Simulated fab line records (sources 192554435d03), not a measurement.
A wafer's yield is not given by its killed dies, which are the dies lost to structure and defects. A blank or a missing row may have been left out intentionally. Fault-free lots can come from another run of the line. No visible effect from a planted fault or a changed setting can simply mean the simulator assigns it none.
Split-lot experiment || flow n5-finfet || route with 1938 steps; 7 lots, 21 wafers read

== THE SPLIT ITSELF ==
At N5_BEOL_M3_COAT_05 (resist thk 30 nm), the setting spin-rpm was moved away from the recipe's 1500 rpm on 5 of the 21 wafers read, by -9.3% to +11.1%. For the rest of the wafers, this setting stayed at what the recipe calls for.

== FROM THE SPLIT TO THE READING: what the file shows between them, 4 steps ==
- N5_BEOL_M3_EBR_07
- N5_BEOL_M3_SOFTBAKE_06: time 60 s
- N5_BEOL_M3_EXPOSE_08: exposes mask M3
- N5_BEOL_M3_PEB_09: peb time 60 s

== THE READING ==
CAR-EUV_of_BEOL_M3_COAT_05.thk-nm (the simulator's own value, which no gauge read), in nm, at N5_BEOL_M3_DEVELOP_10 (develop time 30 s). No usual value for it is given in the file. The 16 wafers here that ran the recipe average 29.6 nm, standard deviation 0.13 nm.

{"wafer": "L078.2", "tool, chamber at the split": "litho-track-04, 0", "spin-rpm as run, rpm": 1500, "against the recipe": "recipe", "CAR-EUV_of_BEOL_M3_COAT_05.thk-nm, nm": 29.6, "against lot-mates on the recipe": "-"}
{"wafer": "L078.5", "tool, chamber at the split": "litho-track-04, 0", "spin-rpm as run, rpm": 1500, "against the recipe": "recipe", "CAR-EUV_of_BEOL_M3_COAT_05.thk-nm, nm": 29.6, "against lot-mates on the recipe": "-"}
{"wafer": "L078.6", "tool, chamber at the split": "litho-track-04, 0", "spin-rpm as run, rpm": 1500, "against the recipe": "recipe", "CAR-EUV_of_BEOL_M3_COAT_05.thk-nm, nm": 29.6, "against lot-mates on the recipe": "-"}
{"wafer": "L081.1", "tool, chamber at the split": "litho-track-02, 0", "spin-rpm as run, rpm": 1500, "against the recipe": "recipe", "CAR-EUV_of_BEOL_M3_COAT_05.thk-nm, nm": 29.6, "against lot-mates on the recipe": "-"}
{"wafer": "L081.4", "tool, chamber at the split": "litho-track-02, 0", "spin-rpm as run, rpm": 1500, "against the recipe": "recipe", "CAR-EUV_of_BEOL_M3_COAT_05.thk-nm, nm": 29.6, "against lot-mates on the recipe": "-"}
{"wafer": "L081.3", "tool, chamber at the split": "litho-track-02, 0", "spin-rpm as run, rpm": 1667, "against the recipe": "+11.1%", "CAR-EUV_of_BEOL_M3_COAT_05.thk-nm, nm": 28, "against lot-mates on the recipe": -1.6}
{"wafer": "L080.2", "tool, chamber at the split": "litho-track-05, 0", "spin-rpm as run, rpm": 1500, "against the recipe": "recipe", "CAR-EUV_of_BEOL_M3_COAT_05.thk-nm, nm": 29.6, "against lot-mates on the recipe": "-"}
{"wafer": "L080.4", "tool, chamber at the split": "litho-track-05, 0", "spin-rpm as run, rpm": 1500, "against the recipe": "recipe", "CAR-EUV_of_BEOL_M3_COAT_05.thk-nm, nm": 29.6, "against lot-mates on the recipe": "-"}
{"wafer": "L080.5", "tool, chamber at the split": "litho-track-05, 0", "spin-rpm as run, rpm": 1500, "against the recipe": "recipe", "CAR-EUV_of_BEOL_M3_COAT_05.thk-nm, nm": 29.4, "against lot-mates on the recipe": "-"}
{"wafer": "L082.1", "tool, chamber at the split": "litho-track-04, 0", "spin-rpm as run, rpm": 1500, "against the recipe": "recipe", "CAR-EUV_of_BEOL_M3_COAT_05.thk-nm, nm": 29.8, "against lot-mates on the recipe": "-"}
{"wafer": "L082.3", "tool, chamber at the split": "litho-track-04, 0", "spin-rpm as run, rpm": 1500, "against the recipe": "recipe", "CAR-EUV_of_BEOL_M3_COAT_05.thk-nm, nm": 29.8, "against lot-mates on the recipe": "-"}
{"wafer": "L082.4", "tool, chamber at the split": "litho-track-04, 0", "spin-rpm as run, rpm": 1500, "against the recipe": "recipe", "CAR-EUV_of_BEOL_M3_COAT_05.thk-nm, nm": 29.8, "against lot-mates on the recipe": "-"}
{"wafer": "L084.1", "tool, chamber at the split": "litho-track-02, 0", "spin-rpm as run, rpm": 1360, "against the recipe": "-9.3%", "CAR-EUV_of_BEOL_M3_COAT_05.thk-nm, nm": 30.8, "against lot-mates on the recipe": "no lot-mate on the recipe"}
{"wafer": "L084.2", "tool, chamber at the split": "litho-track-02, 0", "spin-rpm as run, rpm": 1360, "against the recipe": "-9.3%", "CAR-EUV_of_BEOL_M3_COAT_05.thk-nm, nm": 31, "against lot-mates on the recipe": "no lot-mate on the recipe"}
{"wafer": "L084.5", "tool, chamber at the split": "litho-track-02, 0", "spin-rpm as run, rpm": 1360, "against the recipe": "-9.3%", "CAR-EUV_of_BEOL_M3_COAT_05.thk-nm, nm": 31, "against lot-mates on the recipe": "no lot-mate on the recipe"}
{"wafer": "L093.3", "tool, chamber at the split": "litho-track-05, 0", "spin-rpm as run, rpm": 1500, "against the recipe": "recipe", "CAR-EUV_of_BEOL_M3_COAT_05.thk-nm, nm": 29.4, "against lot-mates on the recipe": "-"}
{"wafer": "L093.4", "tool, chamber at the split": "litho-track-05, 0", "spin-rpm as run, rpm": 1500, "against the recipe": "recipe", "CAR-EUV_of_BEOL_M3_COAT_05.thk-nm, nm": 29.4, "against lot-mates on the recipe": "-"}
{"wafer": "L093.5", "tool, chamber at the split": "litho-track-05, 0", "spin-rpm as run, rpm": 1547, "against the recipe": "+3.1%", "CAR-EUV_of_BEOL_M3_COAT_05.thk-nm, nm": 29, "against lot-mates on the recipe": -0.4}
{"wafer": "L094.2", "tool, chamber at the split": "litho-track-04, 0", "spin-rpm as run, rpm": 1500, "against the recipe": "recipe", "CAR-EUV_of_BEOL_M3_COAT_05.thk-nm, nm": 29.6, "against lot-mates on the recipe": "-"}
{"wafer": "L094.4", "tool, chamber at the split": "litho-track-04, 0", "spin-rpm as run, rpm": 1500, "against the recipe": "recipe", "CAR-EUV_of_BEOL_M3_COAT_05.thk-nm, nm": 29.6, "against lot-mates on the recipe": "-"}
{"wafer": "L094.3", "tool, chamber at the split": "litho-track-04, 0", "spin-rpm as run, rpm": 1500, "against the recipe": "recipe", "CAR-EUV_of_BEOL_M3_COAT_05.thk-nm, nm": 29.4, "against lot-mates on the recipe": "-"}

FIT RESULTS
A straight line over all 21 wafers: CAR-EUV_of_BEOL_M3_COAT_05.thk-nm changes by -0.145 nm for each +1% of spin-rpm; r = -0.98; the points scatter about the line by 0.13 nm.
The same after taking each lot's own level away (the mean of its wafers on the recipe; 18 wafers): -0.143 nm for each +1%; r = -0.99; scatter 0.059 nm.
On that fit, the largest move of spin-rpm shifts the reading by 1.6 nm.
The lots' own levels span 29.40 to 29.80 nm, that is 3.0 times the standard deviation above.
Hence the lot-to-lot level has little effect on the slope; both slopes agree.
Check: with one of the wafers moved furthest among these (+11.1%) left out of the fit, the line predicts -1.42 nm for it against its lot-mates. It came out at -1.6 nm against them.

== THESE WAFERS: OTHER SPLITS ==
These wafers also went through other splits before the reading. Each is held against what the fit with the lots' levels taken away leaves over:
{"other split on the same wafers": "N5_BEOL_M0_SAQP_PECVD_04 time-s", "wafers away from the commonest value": 9, "r with CAR-EUV_of_BEOL_M3_COAT_05.thk-nm (lot level and that fit taken away)": "+0.02"}
{"other split on the same wafers": "N5_BEOL_M0_SAQP_CUT_ETCH_46 source-w", "wafers away from the commonest value": 12, "r with CAR-EUV_of_BEOL_M3_COAT_05.thk-nm (lot level and that fit taken away)": "+0.01"}
{"other split on the same wafers": "N5_BEOL_M2_COAT_22 spin-rpm", "wafers away from the commonest value": 3, "r with CAR-EUV_of_BEOL_M3_COAT_05.thk-nm (lot level and that fit taken away)": "+0.01"}
{"other split on the same wafers": "N5_BEOL_M2_DESCUM_33 time-s", "wafers away from the commonest value": 6, "r with CAR-EUV_of_BEOL_M3_COAT_05.thk-nm (lot level and that fit taken away)": "+0.00"}

== THE WHOLE CHAIN: every reading that the file lists as answering this split, in the file's order ==
{"step": "N5_BEOL_M3_COAT_05", "what it does": "resist thk 30 nm", "reading": "CAR-EUV_of_BEOL_M3_COAT_05.thk-nm (the simulator's own value, which no gauge read)", "change (the file's fit)": "-0.126 nm for each +1% of the setting", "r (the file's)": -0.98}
{"step": "N5_BEOL_M3_DEVELOP_10", "what it does": "develop time 30 s", "reading": "CAR-EUV_of_BEOL_M3_COAT_05.thk-nm (the simulator's own value, which no gauge read)", "change (the file's fit)": "-0.143 nm for each +1% of the setting", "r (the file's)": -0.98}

== THE FILE'S OWN FIT ==
CAR-EUV_of_BEOL_M3_COAT_05.thk-nm changes by -0.143 nm for each +1% of spin-rpm, r = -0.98.
